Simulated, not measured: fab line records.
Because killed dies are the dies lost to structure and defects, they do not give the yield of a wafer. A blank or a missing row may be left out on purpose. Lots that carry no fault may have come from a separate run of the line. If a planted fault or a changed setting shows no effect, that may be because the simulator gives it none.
fab line records	flow nandHarc
record: lots: 13	wafers: 39	lastDay: 33
route steps=1302 shown A_ONON_D2@560 THIN_TSV@1271 END@1302
lots with no fault: from the same line, run without faults
startH: start of the lot's first displayed wafer, in hours after the record's first day	waitH: hours since the lot's step before	" identical to the entry in the row above	L1.1+2: a single row standing in for several wafers	- either no value or no given start	* or withheld: withheld	< > ~ a bound
route shown NAME@n: names a module that has steps shown in the file, with the first one's number in the route	usual: the fault-free wafers' mean and standard deviation	same: alike in all rows	chamber/n: place in a boat	sites: the reading at each site	_std_site: how widely they spread, as a standard deviation	_edge_site: outer sites' mean less inner sites'	radiusMm: how far each site lies from the wafer's centre	mask NAME#n: copy n	behind: the tool/chamber that last shaped the wafer	hold: why the lot was held/for how many hours/how that ended	device: the transistor (n, p or np) that didn't switch	end of line: tests of these same wafers at the route's end	a step given without rows: its recipe and nothing more	killed: not the wafer's yield, but the dies lost to structure and defects at the first sort	map: a wafer's dies, x killed, . not, _ none there
set.NAME: setting as actually run; set.NAME@STEP: the setting as run at that earlier step	model.NAME: the simulator's own value behind a step, which no gauge read
route steps across a sampled set of lots; one table per step, one row per wafer
services: the hour from which a tool's chamber was out of use, counted from the record's first day as startH (under 0 if before that day), plus the number of hours and why
== steps ==
step: NHARC_A_ONON_D2_DEP_22
recipe: targetThkA: 10000	n2FlowSccm: 2750	n2oFlowSccm: 2000	nh3FlowSccm: 500	sih4FlowSccm: 210	tempC: 400
lot.wafer	tool	chamber	startH	waitH
L697.1+2+3	pecvdOnon-04	0	293.28	0.1
L696.1+2+5	pecvdOnon-02	0	293.29	0.1
L698.1+4+5	pecvdOnon-04	0	300.61	0.1
L699.2+5+6	pecvdOnon-03	0	300.66	0.1
L700.1+3+5	pecvdOnon-02	0	322.03	0.1
L701.2+4+5	pecvdOnon-03	0	329.08	0.1
L703.2+3+6	pecvdOnon-04	0	359.11	0.1
L706.3+4+5	pecvdOnon-04	0	379.77	0.2
L705.2+4+6	pecvdOnon-02	0	389.38	0.1
L707.1+5+6	pecvdOnon-02	0	393.05	0.1
L712.1+4+5	pecvdOnon-04	0	445.51	0.1
L714.4+5+6	pecvdOnon-04	0	470.50	0.2
L717.1+2+4	pecvdOnon-03	0	506.49	0.1
step: NHARC_THIN_TSV_PRE_CLEAN_50
recipe: timeS: 30	tempC: 280	gas: H2/He
usual: heaterPowerW: 391/39
lot.wafer	tool	chamber	startH	waitH	heaterPowerW
L696.1	pvdSputter-03	-	-	-	333
L696.2	"	-	"	"	399
L696.5	"	-	"	"	338
L699.2	pvdSputter-03	-	-	-	376
L699.6	"	-	"	"	350
L699.5	"	-	"	"	406
L697.1	pvdSputter-03	-	-	-	398
L697.2	"	-	"	"	372
L697.3	"	-	"	"	434
L698.1	pvdSputter-02	-	-	-	467
L698.4	"	-	"	"	386
L698.5	"	-	"	"	483
L700.1	pvdSputter-02	-	-	-	412
L700.3	"	-	"	"	472
L700.5	"	-	"	"	411
L701.2	pvdSputter-03	-	-	-	370
L701.4	"	-	"	"	433
L701.5	"	-	"	"	429
L703.2	pvdSputter-03	-	-	-	341
L703.3	"	-	"	"	370
L703.6	"	-	"	"	345
L707.1	pvdSputter-03	-	-	-	399
L707.5	"	-	"	"	400
L707.6	"	-	"	"	371
L706.3	pvdSputter-03	-	-	-	403
L706.4	"	-	"	"	371
L706.5	"	-	"	"	406
L705.2	pvdSputter-03	-	-	-	369
L705.4	"	-	"	"	335
L705.6	"	-	"	"	367
L712.1	pvdSputter-01	-	-	-	417
L712.4	"	-	"	"	454
L712.5	"	-	"	"	438
L714.4	pvdSputter-02	-	-	-	427
L714.5	"	-	"	"	362
L714.6	"	-	"	"	464
L717.2	pvdSputter-03	-	-	-	412
L717.4	"	-	"	"	379
L717.1	"	-	"	"	400
step: NHARC_THIN_TSV_ANNEAL_52
recipe: tempC: 225	timeS: 90
usual: wafer_temp_C_max: 226.3/0.43
lot.wafer	tool	chamber	startH	waitH	wafer_temp_C_max
L696.1	rtpAnneal-02	0	542.40	0.5	225.9
L696.2	"	0	"	"	225.6
L696.5	"	0	"	"	225.5
L699.2	rtpAnneal-01	0	564.64	0.7	226.1
L699.5	"	0	"	"	227.0
L699.6	"	0	"	"	226.4
L697.1	rtpAnneal-01	0	565.92	0.6	227.6
L697.2	"	0	"	"	226.6
L697.3	"	0	"	"	227.5
L698.1	rtpAnneal-02	0	568.94	0.7	225.7
L698.4	"	0	"	"	225.9
L698.5	"	0	"	"	225.5
L700.1	rtpAnneal-02	0	580.88	0.5	226.4
L700.3	"	0	"	"	225.9
L700.5	"	0	"	"	226.1
L701.2	rtpAnneal-02	0	597.01	0.6	226.1
L701.4	"	0	"	"	225.9
L701.5	"	0	"	"	225.9
L703.2	rtpAnneal-01	0	619.44	0.7	226.5
L703.3	"	0	"	"	226.3
L703.6	"	0	"	"	226.3
L707.1	rtpAnneal-01	0	650.72	0.5	226.0
L707.5	"	0	"	"	227.3
L707.6	"	0	"	"	226.6
L706.3	rtpAnneal-02	0	652.00	0.5	226.2
L706.4	"	0	"	"	225.9
L706.5	"	0	"	"	225.9
L705.2	rtpAnneal-01	0	653.16	0.6	226.7
L705.4	"	0	"	"	226.7
L705.6	"	0	"	"	226.3
L712.1	rtpAnneal-02	0	705.79	0.6	226.2
L712.4	"	0	"	"	226.1
L712.5	"	0	"	"	225.9
L714.4	rtpAnneal-01	0	725.75	0.6	226.5
L714.5	"	0	"	"	226.5
L714.6	"	0	"	"	226.7
L717.1	rtpAnneal-02	0	762.24	0.5	225.8
L717.2	"	0	"	"	226.0
L717.4	"	0	"	"	225.9
step: NHARC_THIN_TSV_DESCUM_35
recipe: timeS: 3	o2FlowSccm: 200	arFlowSccm: 0	biasPowerW: 0	chemistry: O2
usual: drypumpMotorCurrentA: 5.7/0.45	oesProductAu: 1.000/0.0073	rfVppV: 57.7/0.82	showerheadPlenumPTorr: 1.89/0.076	throttleValvePct: 11.311/0.008
lot.wafer	tool	chamber	startH	waitH	drypumpMotorCurrentA	oesProductAu	rfHoursCounterH	rfVppV	showerheadPlenumPTorr	throttleValvePct
L696.2	rieDiel-09	3	545.02	-	6.4	0.995	2.3	57.0	1.79	11.309
L696.1	"	0	"	"	6.5	1.004	2.3	58.7	1.98	11.307
L696.5	"	3	"	"	6.4	0.991	-	57.0	1.79	11.304
L699.2	rieDiel-12	1	566.57	-	6.1	0.991	6.5	59.2	1.94	11.306
L699.5	"	0	"	"	5.3	1.008	-	59.1	1.98	11.314
L699.6	"	1	"	"	6.1	0.996	-	58.9	1.94	11.308
L697.2	rieDiel-12	3	568.07	-	5.3	0.999	6.7	56.6	2.03	11.316
L697.1	"	1	"	"	6.1	0.993	6.5	57.2	1.94	11.299
L697.3	"	2	"	"	5.4	1.002	6.1	58.6	1.97	11.308
L698.4	rieDiel-08	3	571.05	-	5.6	1.003	1.7	57.1	1.87	11.310
L698.1	"	1	"	"	5.7	0.997	1.2	57.3	1.78	11.313
L698.5	"	3	"	"	5.6	1.004	-	56.1	1.87	11.323
L700.3	rieDiel-09	2	582.91	-	5.2	1.013	1.8	58.1	1.84	11.314
L700.1	"	0	"	"	6.5	0.996	4.4	59.7	1.98	11.306
L700.5	"	1	"	"	5.8	1.001	-	57.5	1.85	11.304
L701.4	rieDiel-08	1	599.06	-	5.7	1.002	2.7	57.3	1.78	11.306
L701.2	"	3	"	"	5.6	0.999	3.4	57.7	1.87	11.314
L701.5	"	2	"	"	6.0	0.992	-	56.9	1.91	11.319
L703.2	rieDiel-09	1	621.50	-	5.8	0.999	5.8	57.5	1.85	11.321
L703.3	"	3	"	"	6.4	1.005	7.0	58.6	1.79	11.321
L703.6	"	2	"	"	5.2	1.001	-	58.3	1.84	11.312
L707.1	rieDiel-08	2	652.83	-	6.0	0.998	6.5	57.2	1.91	11.287
L707.5	"	2	"	"	6.0	1.002	-	58.5	1.91	11.308
L707.6	"	3	"	"	5.6	1.019	-	56.8	1.87	11.300
L706.3	rieDiel-09	3	654.00	-	6.4	1.002	9.0	56.8	1.79	11.310
L706.4	"	2	"	"	5.2	1.011	5.8	57.0	1.84	11.305
L706.5	"	3	"	"	6.5	0.996	-	57.6	1.79	11.308
L705.2	rieDiel-08	0	655.09	-	5.1	0.991	6.9	58.4	1.94	11.314
L705.6	"	0	"	"	5.0	0.996	-	57.3	1.94	11.322
L705.4	"	2	"	"	6.0	0.991	-	58.6	1.91	11.310
L712.4	rieDiel-08	0	707.76	-	5.0	0.999	11.6	57.1	1.94	11.306
L712.1	"	1	"	"	5.7	0.996	10.3	55.3	1.77	11.321
L712.5	"	1	"	"	5.7	1.001	-	57.8	1.77	11.328
L714.4	rieDiel-12	0	727.73	-	5.3	0.998	4.8	58.2	1.98	11.312
L714.5	"	2	"	"	5.4	0.998	-	56.6	1.97	11.312
L714.6	"	3	"	"	5.3	0.992	-	58.5	2.02	11.307
L717.4	rieDiel-09	3	764.34	-	6.4	1.002	2.5	58.5	1.79	11.310
L717.2	"	0	"	"	6.4	1.002	3.5	57.3	1.98	11.315
L717.1	"	2	"	"	5.2	1.005	3.3	58.6	1.84	11.316
step: NHARC_END_SORT_01
recipe: tempC: 25
usual: killedAtArray: 50/14	killedAtOther: 0.9/1	killedAtPeriphery: 3.9/2.5	killedDies: 55/15	killedOpen: 3.5/1.9	killedShort: 2.5/1.7
same: grossDies: 677
lot.wafer	tool	chamber	startH	waitH	killedAtArray	killedAtOther	killedAtPeriphery	killedDies	killedOpen	killedShort
L696.1	prober-02	0	554.83	2.5	41	1	3	45	4	1
L696.2	prober-02	0	555.64	2.8	54	0	7	61	5	1
L696.5	prober-02	0	558.09	3.8	56	1	2	59	4	5
L697.1	prober-02	0	575.43	2.5	47	0	4	51	4	1
L697.2	prober-02	0	576.22	2.8	51	0	3	54	4	3
L697.3	prober-02	0	577.02	3.1	53	0	4	57	3	3
L699.2	prober-01	0	576.17	2.8	29	3	3	35	2	4
L699.5	prober-01	0	578.55	3.7	20	1	4	25	1	2
L699.6	prober-01	0	579.35	4.0	17	0	4	21	3	2
L698.1	prober-01	0	583.17	2.5	50	1	1	52	1	1
L698.4	prober-01	0	585.56	3.4	46	0	4	50	4	1
L698.5	prober-01	0	586.35	3.7	44	1	3	48	1	1
L700.1	prober-02	0	592.52	2.5	45	0	3	48	4	3
L700.3	prober-02	0	594.14	3.1	46	1	2	49	4	1
L700.5	prober-02	0	595.75	3.7	51	1	8	60	6	5
L701.2	prober-01	0	609.79	2.8	54	0	0	54	3	2
L701.4	prober-01	0	611.40	3.4	39	0	5	44	3	2
L701.5	prober-01	0	612.20	3.7	36	0	0	36	2	2
L703.2	prober-01	0	631.28	2.8	71	1	5	77	3	2
L703.3	prober-01	0	632.08	3.1	47	0	8	55	4	4
L703.6	prober-01	0	634.49	4.0	69	1	13	83	2	0
L707.1	prober-02	0	663.67	2.5	43	1	1	45	5	2
L707.5	prober-02	0	666.87	3.7	35	1	3	39	4	3
L707.6	prober-02	0	667.67	4.0	25	2	2	29	1	2
L706.3	prober-01	0	665.29	3.1	69	3	1	73	6	2
L706.4	prober-01	0	666.10	3.4	38	1	4	43	4	1
L706.5	prober-01	0	666.91	3.7	45	0	2	47	2	2
L705.2	prober-02	0	672.27	2.8	47	0	2	49	3	1
L705.4	prober-02	0	673.89	3.4	40	0	4	44	7	0
L705.6	prober-02	0	675.51	4.0	53	0	0	53	4	3
L712.1	prober-01	0	718.64	2.5	122	2	1	125	2	1
L712.4	prober-01	0	721.03	3.4	158	3	4	165	4	2
L712.5	prober-01	0	721.83	3.7	119	2	6	127	4	3
L714.4	prober-02	0	739.09	3.4	126	0	1	127	4	3
L714.5	prober-02	0	739.89	3.7	114	5	5	124	2	2
L714.6	prober-02	0	740.69	4.0	112	2	2	116	3	2
L717.1	prober-01	0	778.47	2.5	19	0	3	22	1	3
L717.2	prober-01	0	779.27	2.8	23	2	4	29	9	0
L717.4	prober-01	0	780.85	3.4	23	1	6	30	4	1
killed by level:class
L696.1 A_CHANNEL_HOLE_D1:chamberFilmFlake=19 A_CHANNEL_HOLE_D2:chamberFilmFlake=6 A_STAIRCASE:chamberFilmFlake=3 A_CHANNEL_FILL_D2:chamberFilmFlake=2 A_ZERO_WELL:chamberFilmFlake=2 A_CHANNEL_FILL_D1:chamberFilmFlake=2 A_SGD_CUT:chamberFilmFlake=2 P_CONTACT:geometricParticle:open=1
L696.2 A_CHANNEL_HOLE_D1:chamberFilmFlake=25 A_CHANNEL_HOLE_D2:chamberFilmFlake=7 A_STAIRCASE:chamberFilmFlake=7 P_CONTACT:chamberFilmFlake=5 A_ZERO_WELL:chamberFilmFlake=5 A_SGD_CUT:chamberFilmFlake=3 P_CONTACT:geometricParticle:open=1 A_ONON_D1:geometricParticle:open=1
L696.5 A_CHANNEL_HOLE_D1:chamberFilmFlake=34 A_CHANNEL_HOLE_D2:chamberFilmFlake=6 P_CONTACT:geometricParticle:open=2 A_DECK1_JOINT:geometricParticle:short=2 A_CHANNEL_FILL_D1:chamberFilmFlake=2 A_DECK1_JOINT:chamberFilmFlake=2 A_STAIRCASE:chamberFilmFlake=2 A_SOURCE_PLATE:geometricParticle:short=1
L697.1 A_SLIT:chamberFilmFlake=19 A_CHANNEL_HOLE_D2:chamberFilmFlake=11 A_ZERO_WELL:chamberFilmFlake=6 P_GATE:chamberFilmFlake=4 A_CHANNEL_HOLE_D1:chamberFilmFlake=2 A_CONTACT:chamberFilmFlake=2 A_CHANNEL_FILL_D1:geometricParticle:open=1 A_DECK1_JOINT:geometricParticle:short=1
L699.2 A_STAIRCASE:chamberFilmFlake=5 A_CONTACT:chamberFilmFlake=5 A_CHANNEL_HOLE_D1:chamberFilmFlake=4 A_CHANNEL_HOLE_D2:chamberFilmFlake=3 THIN_TSV:chamberFilmFlake=3 A_CHANNEL_FILL_D1:chamberFilmFlake=2 A_ONON_D1:geometricParticle:short=1 A_CHANNEL_HOLE_D1:geometricParticle:short=1
L697.2 A_CHANNEL_HOLE_D2:chamberFilmFlake=20 A_SLIT:chamberFilmFlake=18 P_M0:geometricParticle:short=2 A_ZERO_WELL:chamberFilmFlake=2 A_WL_FILL:chamberFilmFlake=2 A_CONTACT:chamberFilmFlake=2 A_ONON_D2:geometricParticle:open=1 A_ONON_D2:geometricParticle:short=1
L697.3 A_CHANNEL_HOLE_D2:chamberFilmFlake=20 A_SLIT:chamberFilmFlake=18 P_GATE:chamberFilmFlake=3 A_ZERO_WELL:chamberFilmFlake=3 A_CONTACT:chamberFilmFlake=3 A_M0:geometricParticle:open=2 A_CHANNEL_HOLE_D1:chamberFilmFlake=2 P_CONTACT:geometricParticle:open=1
L699.5 A_CHANNEL_HOLE_D2:chamberFilmFlake=9 A_STAIRCASE:chamberFilmFlake=5 A_CONTACT:chamberFilmFlake=3 P_CONTACT:geometricParticle:short=1 P_M0:geometricParticle:open=1 A_BLC:geometricParticle:short=1 P_ZERO_WELL:chamberFilmFlake=1 P_GATE:chamberFilmFlake=1
L699.6 A_CHANNEL_HOLE_D1:chamberFilmFlake=3 A_CHANNEL_HOLE_D2:chamberFilmFlake=3 A_CONTACT:chamberFilmFlake=3 A_ONON_D2:geometricParticle:short=2 P_ZERO_WELL:chamberFilmFlake=2 P_M1:geometricParticle:open=1 A_CHANNEL_FILL_D2:geometricParticle:open=1 A_CONTACT:geometricParticle:open=1
L698.1 A_SLIT:chamberFilmFlake=26 A_CHANNEL_HOLE_D2:chamberFilmFlake=15 A_CONTACT:chamberFilmFlake=3 P_M2:geometricParticle:open=1 A_BLC:geometricParticle:short=1 A_ZERO_WELL:chamberFilmFlake=1 A_CHANNEL_HOLE_D1:chamberFilmFlake=1 A_CHANNEL_FILL_D2:chamberFilmFlake=1
L698.4 A_SLIT:chamberFilmFlake=20 A_CHANNEL_HOLE_D2:chamberFilmFlake=17 A_WL_FILL:chamberFilmFlake=2 P_GATE:geometricParticle:open=1 P_CONTACT:geometricParticle:open=1 A_SOURCE_PLATE:geometricParticle:short=1 A_SGD_CUT:geometricParticle:open=1 A_BLC:geometricParticle:open=1
L698.5 A_SLIT:chamberFilmFlake=22 A_CHANNEL_HOLE_D2:chamberFilmFlake=12 A_CONTACT:chamberFilmFlake=4 P_GATE:chamberFilmFlake=2 A_SGD_CUT:chamberFilmFlake=2 A_ONON_D1:geometricParticle:short=1 A_CHANNEL_FILL_D1:geometricParticle:open=1 P_STI:chamberFilmFlake=1
L700.1 A_CHANNEL_HOLE_D2:chamberFilmFlake=33 A_CHANNEL_HOLE_D1:chamberFilmFlake=4 P_CONTACT:chamberFilmFlake=2 P_GATE:geometricParticle:open=1 A_ONON_D1:geometricParticle:open=1 A_ONON_D1:geometricParticle:short=1 A_CHANNEL_FILL_D1:geometricParticle:open=1 A_ONON_D2:geometricParticle:short=1
L700.3 A_CHANNEL_HOLE_D2:chamberFilmFlake=31 A_CHANNEL_HOLE_D1:chamberFilmFlake=4 A_CONTACT:chamberFilmFlake=3 A_STAIRCASE:chamberFilmFlake=2 P_CONTACT:geometricParticle:open=1 A_SOURCE_PLATE:geometricParticle:open=1 A_ONON_D1:geometricParticle:short=1 A_ONON_D2:geometricParticle:open=1
L700.5 A_CHANNEL_HOLE_D2:chamberFilmFlake=35 A_ONON_D2:geometricParticle:open=3 A_ONON_D2:geometricParticle:short=2 A_CONTACT:geometricParticle:open=2 P_STI:chamberFilmFlake=2 A_CHANNEL_HOLE_D1:chamberFilmFlake=2 P_M0:geometricParticle:short=1 P_M1:geometricParticle:short=1
L701.2 A_CHANNEL_HOLE_D1:chamberFilmFlake=27 A_CHANNEL_HOLE_D2:chamberFilmFlake=11 A_STAIRCASE:chamberFilmFlake=3 A_CONTACT:chamberFilmFlake=3 A_BLC:chamberFilmFlake=2 A_ONON_D1:geometricParticle:open=1 A_CHANNEL_FILL_D1:geometricParticle:short=1 A_CHANNEL_FILL_D2:geometricParticle:open=1
L701.4 A_CHANNEL_HOLE_D1:chamberFilmFlake=30 A_CHANNEL_HOLE_D2:chamberFilmFlake=6 P_M0:geometricParticle:open=2 P_CONTACT:geometricParticle:open=1 P_M1:geometricParticle:short=1 A_DECK1_JOINT:geometricParticle:short=1 P_CONTACT:chamberFilmFlake=1 A_STAIRCASE:chamberFilmFlake=1
L701.5 A_CHANNEL_HOLE_D1:chamberFilmFlake=15 A_CHANNEL_HOLE_D2:chamberFilmFlake=9 A_CONTACT:chamberFilmFlake=5 A_STAIRCASE:chamberFilmFlake=2 A_ONON_D1:geometricParticle:short=1 A_ONON_D2:geometricParticle:short=1 A_CHANNEL_FILL_D2:geometricParticle:open=1 A_SGD_CUT:geometricParticle:open=1
L703.2 A_CHANNEL_HOLE_D1:chamberFilmFlake=33 A_CHANNEL_HOLE_D2:chamberFilmFlake=19 A_CONTACT:chamberFilmFlake=9 P_CONTACT:chamberFilmFlake=4 A_WL_FILL:chamberFilmFlake=3 A_STAIRCASE:chamberFilmFlake=2 P_GATE:geometricParticle:open=1 A_DECK1_JOINT:geometricParticle:short=1
L703.3 A_CHANNEL_HOLE_D2:chamberFilmFlake=13 A_CHANNEL_HOLE_D1:chamberFilmFlake=10 A_CONTACT:chamberFilmFlake=9 P_CONTACT:chamberFilmFlake=6 A_WL_FILL:chamberFilmFlake=4 A_ONON_D1:geometricParticle:open=2 A_STAIRCASE:chamberFilmFlake=2 P_CONTACT:geometricParticle:open=1
L703.6 A_CHANNEL_HOLE_D1:chamberFilmFlake=31 A_CHANNEL_HOLE_D2:chamberFilmFlake=23 P_CONTACT:chamberFilmFlake=11 A_CONTACT:chamberFilmFlake=9 A_SLIT:chamberFilmFlake=2 A_WL_FILL:chamberFilmFlake=2 P_M0:geometricParticle:open=1 A_CONTACT:geometricParticle:open=1
L707.1 A_CHANNEL_HOLE_D2:chamberFilmFlake=18 A_STAIRCASE:chamberFilmFlake=6 A_CHANNEL_HOLE_D1:chamberFilmFlake=5 A_CHANNEL_FILL_D1:chamberFilmFlake=3 A_SLIT:chamberFilmFlake=2 A_BLC:chamberFilmFlake=2 P_CONTACT:geometricParticle:open=1 A_CHANNEL_FILL_D1:geometricParticle:open=1
L706.3 A_CHANNEL_HOLE_D1:chamberFilmFlake=32 A_CHANNEL_HOLE_D2:chamberFilmFlake=14 A_CONTACT:chamberFilmFlake=10 A_BLC:chamberFilmFlake=3 THIN_TSV:chamberFilmFlake=3 A_ONON_D1:geometricParticle:open=2 A_ONON_D1:geometricParticle:short=1 A_CHANNEL_HOLE_D1:geometricParticle:open=1
L706.4 A_CHANNEL_HOLE_D1:chamberFilmFlake=15 A_CHANNEL_HOLE_D2:chamberFilmFlake=10 A_BLC:chamberFilmFlake=3 A_STAIRCASE:geometricParticle:open=2 P_M2:chamberFilmFlake=2 A_CONTACT:chamberFilmFlake=2 A_ONON_D1:geometricParticle:short=1 A_CHANNEL_HOLE_D1:geometricParticle:open=1
L707.5 A_CHANNEL_HOLE_D2:chamberFilmFlake=12 A_CHANNEL_HOLE_D1:chamberFilmFlake=6 A_SLIT:chamberFilmFlake=4 A_CONTACT:chamberFilmFlake=4 A_STAIRCASE:chamberFilmFlake=2 P_CONTACT:geometricParticle:short=1 P_M0:geometricParticle:open=1 A_DECK1_JOINT:geometricParticle:open=1
L706.5 A_CHANNEL_HOLE_D2:chamberFilmFlake=16 A_CHANNEL_HOLE_D1:chamberFilmFlake=15 A_CONTACT:chamberFilmFlake=3 A_BLC:chamberFilmFlake=3 P_M2:chamberFilmFlake=2 A_STAIRCASE:chamberFilmFlake=2 A_CHANNEL_FILL_D2:geometricParticle:short=1 A_CHANNEL_FILL_D2:geometricParticle:open=1
L707.6 A_CHANNEL_HOLE_D2:chamberFilmFlake=10 A_CHANNEL_HOLE_D1:chamberFilmFlake=6 A_STAIRCASE:chamberFilmFlake=2 A_BLC:chamberFilmFlake=2 THIN_TSV:chamberFilmFlake=2 A_CHANNEL_FILL_D1:geometricParticle:open=1 A_SGD_CUT:geometricParticle:short=1 A_WL_FILL:geometricParticle:short=1
L705.2 A_SLIT:chamberFilmFlake=28 A_CHANNEL_HOLE_D2:chamberFilmFlake=5 A_STAIRCASE:chamberFilmFlake=5 A_CHANNEL_HOLE_D1:chamberFilmFlake=3 A_CONTACT:chamberFilmFlake=2 P_M0:geometricParticle:short=1 P_M1:geometricParticle:open=1 A_CHANNEL_FILL_D1:geometricParticle:open=1
L705.4 A_SLIT:chamberFilmFlake=21 A_CHANNEL_HOLE_D2:chamberFilmFlake=5 A_CHANNEL_HOLE_D1:chamberFilmFlake=4 A_STAIRCASE:chamberFilmFlake=3 P_M2:geometricParticle:open=2 A_DECK1_JOINT:chamberFilmFlake=2 P_GATE:geometricParticle:open=1 P_CONTACT:geometricParticle:open=1
L705.6 A_SLIT:chamberFilmFlake=26 A_CONTACT:chamberFilmFlake=6 A_CHANNEL_HOLE_D1:chamberFilmFlake=4 A_DECK1_JOINT:chamberFilmFlake=3 A_CHANNEL_HOLE_D2:chamberFilmFlake=3 A_WL_FILL:chamberFilmFlake=3 A_WL_FILL:geometricParticle:short=2 A_M0:geometricParticle:open=2
L712.1 A_ONON_D2:unspecified=92 A_CONTACT:chamberFilmFlake=8 A_SLIT:chamberFilmFlake=6 A_CHANNEL_HOLE_D2:chamberFilmFlake=5 A_CHANNEL_HOLE_D1:chamberFilmFlake=2 A_CHANNEL_FILL_D1:chamberFilmFlake=2 A_CHANNEL_FILL_D2:chamberFilmFlake=2 THIN_TSV:chamberFilmFlake=2
L712.4 A_ONON_D2:unspecified=111 A_SLIT:chamberFilmFlake=26 A_CHANNEL_HOLE_D1:chamberFilmFlake=7 THIN_TSV:chamberFilmFlake=3 A_M1:geometricParticle:open=2 P_STI:chamberFilmFlake=2 A_CHANNEL_HOLE_D2:chamberFilmFlake=2 A_CHANNEL_FILL_D2:chamberFilmFlake=2
L712.5 A_ONON_D2:unspecified=92 A_SLIT:chamberFilmFlake=7 A_CHANNEL_HOLE_D2:chamberFilmFlake=5 P_ZERO_WELL:chamberFilmFlake=3 A_CHANNEL_FILL_D2:chamberFilmFlake=3 A_M1:geometricParticle:open=2 P_BONDPAD:chamberFilmFlake=2 A_CHANNEL_HOLE_D1:chamberFilmFlake=2
L714.4 A_ONON_D2:unspecified=102 A_CHANNEL_HOLE_D1:chamberFilmFlake=13 A_STAIRCASE:chamberFilmFlake=2 P_M0:geometricParticle:open=1 A_ONON_D1:geometricParticle:short=1 A_CHANNEL_FILL_D1:geometricParticle:open=1 A_DECK1_JOINT:geometricParticle:short=1 A_WL_FILL:geometricParticle:open=1
L714.5 A_ONON_D2:unspecified=94 A_CHANNEL_HOLE_D1:chamberFilmFlake=12 THIN_TSV:chamberFilmFlake=5 P_CONTACT:chamberFilmFlake=2 A_CONTACT:chamberFilmFlake=2 P_GATE:geometricParticle:open=1 P_CONTACT:geometricParticle:open=1 A_CHANNEL_FILL_D1:geometricParticle:short=1
L714.6 A_ONON_D2:unspecified=93 A_CHANNEL_HOLE_D1:chamberFilmFlake=12 A_SLIT:chamberFilmFlake=2 A_CHANNEL_HOLE_D1:geometricParticle:short=1 A_ONON_D2:geometricParticle:short=1 A_WL_FILL:geometricParticle:open=1 A_BLC:geometricParticle:open=1 P_CONTACT:chamberFilmFlake=1
L717.1 A_SLIT:chamberFilmFlake=7 P_M2:chamberFilmFlake=2 A_ZERO_WELL:chamberFilmFlake=2 A_CHANNEL_FILL_D1:chamberFilmFlake=2 A_CONTACT:chamberFilmFlake=2 A_SOURCE_PLATE:geometricParticle:short=1 A_ONON_D2:geometricParticle:short=1 A_M0:geometricParticle:open=1
L717.2 A_SLIT:chamberFilmFlake=6 A_CHANNEL_FILL_D1:geometricParticle:open=3 A_CHANNEL_FILL_D1:chamberFilmFlake=3 A_M0:geometricParticle:open=2 P_GATE:chamberFilmFlake=2 A_STAIRCASE:chamberFilmFlake=2 A_CONTACT:chamberFilmFlake=2 THIN_TSV:chamberFilmFlake=2
L717.4 A_SLIT:chamberFilmFlake=9 A_CONTACT:chamberFilmFlake=6 P_M0:geometricParticle:open=2 P_GATE:chamberFilmFlake=2 A_CHANNEL_FILL_D1:chamberFilmFlake=2 A_STAIRCASE:chamberFilmFlake=2 A_ONON_D1:geometricParticle:open=1 A_CONTACT:geometricParticle:open=1
== services ==
tool	chamber	startH	hours	kind
rieDiel-09	-	271.89	1.1	repair
rtpAnneal-01	-	290.06	0.6	repair
pecvdOnon-04	-	311.30	13.0	pm
rieDiel-09	-	320.10	9.0	pm
pvdSputter-03	-	335.52	4.4	repair
pvdSputter-03	-	348.63	10.0	pm
rieDiel-08	-	367.80	9.0	pm
rtpAnneal-01	-	372.00	12.0	pm
rieDiel-09	0	376.89	4.5	repair
rieDiel-09	-	415.04	44.1	repair
rieDiel-09	-	477.95	0.5	repair
rieDiel-09	0	486.36	6.4	repair
pecvdOnon-04	-	492.30	13.0	pm
rieDiel-08	3	495.83	8.4	repair
rieDiel-09	-	497.10	9.0	pm
pecvdOnon-04	-	511.52	6.6	repair
rieDiel-09	2	512.51	36.8	repair
pvdSputter-03	-	526.63	10.0	pm
rieDiel-09	-	543.34	0.5	repair
pvdSputter-03	-	630.29	4.4	repair
pvdSputter-03	-	664.98	0.9	repair
pecvdOnon-04	-	673.30	13.0	pm
pvdSputter-03	-	704.63	10.0	pm
rtpAnneal-02	-	744.00	12.0	pm
== key ==
firstSign: step: NHARC_END_SORT_01	reading: killedAtArray	direction: up	sigmas: 5.3	usual: 50	struck: 125
effect: step: NHARC_END_SORT_01	reading: killedDies	direction: up	sigmas: 5.2	usual: 55	struck: 131
moreKillsBornAt: NHARC_A_ONON_D2_DEP_22@pecvdOnon-04: 584
metAt NHARC_A_ONON_D2_DEP_22
struckLots L712,L714
testerLeftOut L712,L714
notActingAt NHARC_THIN_TSV_PRE_CLEAN_50,NHARC_THIN_TSV_ANNEAL_52,NHARC_THIN_TSV_DESCUM_35
onsetBetween 379.77 445.51
fault: kind: chamberParticleSource	tool: pecvdOnon-04	chamber: -	onsetH: 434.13	steps: NHARC_A_ONON_D2_DEP_22	ratePerVisitCm2: 2.0775	endH: 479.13
testerLeftOut: of these lots the tester's yield and bins aren't shown, on N5 and GAA mostly nor the transistor test; their killed dies are dies lost to structure and defects alone, not to doping, threshold or leakage, so they don't give the yield
